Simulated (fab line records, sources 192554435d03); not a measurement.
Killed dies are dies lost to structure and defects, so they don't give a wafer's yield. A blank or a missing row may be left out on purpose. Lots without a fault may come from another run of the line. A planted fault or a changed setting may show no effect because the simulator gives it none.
Chamber matching | flow n5_finfet | N5_FIN_SAQP_SPACER1_ALD_24 on ald_sin-02: 4 sister chambers
The step deposits SiO2, target thk 20.3 nm, pulse time 1 s, purge time 2 s. 8 wafers are shown with their chamber, then 10 later ones without.

WAFERS WITH THEIR CHAMBER
wafer  | chamber | heater_power_w (W) | precursor_pulse_height_rel
L076.1 | 0       | 505                | 1.019
L079.2 | 1       | 453                | 1.025
L082.3 | 3       | 432                | 1.032
L082.4 | 0       | 489                | 0.994
L084.5 | 3       | 445                | 0.981
L084.6 | 2       | 486                | 0.973
L088.1 | 2       | 485                | 1.015
L088.2 | 1       | 470                | 0.971

WAFERS WITHOUT THEIR CHAMBER
wafer  | heater_power_w (W) | precursor_pulse_height_rel
L088.4 | 446                | 0.979
L089.1 | 452                | 0.984
L089.5 | 495                | 0.985
L089.6 | 433                | 1.023
L091.1 | 497                | 1.025
L091.4 | 459                | 1.051
L091.5 | 510                | 1.005
L092.4 | 463                | 1.026
L092.5 | 477                | 1.011
L092.6 | 500                | 0.976

WHICH CHAMBER EACH WENT THROUGH
wafer  | from the rows above          | in truth
L088.4 | can't be placed: 3 or 1      | 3
L089.1 | can't be placed: 1 or 3      | 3
L089.5 | can't be placed: 0 or 2      | 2
L089.6 | 3                            | 3
L091.1 | can't be placed: 0 or 2      | 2
L091.4 | can't be placed: 1 or 3 or 2 | 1
L091.5 | can't be placed: 0 or 2      | 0
L092.4 | can't be placed: 1 or 2 or 3 | 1
L092.5 | can't be placed: 2 or 1 or 0 | 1
L092.6 | can't be placed: 0 or 2      | 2
Placed correctly: 1 of 10. Can't be placed from these rows: 9 (the true chamber is among the candidates in 9). Placed wrongly: 0.
How it was worked out, from the rows above alone: a wafer's distance from a chamber is the root of the sum, over the readings, of the square of ((its reading less the chamber's mean) divided by the reading's scatter). The wafer belongs to the nearest chamber; if the next one is less than 2 further off, it can't be placed. A chamber's mean is the mean of its shown wafers. The scatter: the root of (the sum of the squares of (reading less its chamber's mean) over the shown wafers, divided by (wafers less chambers)).
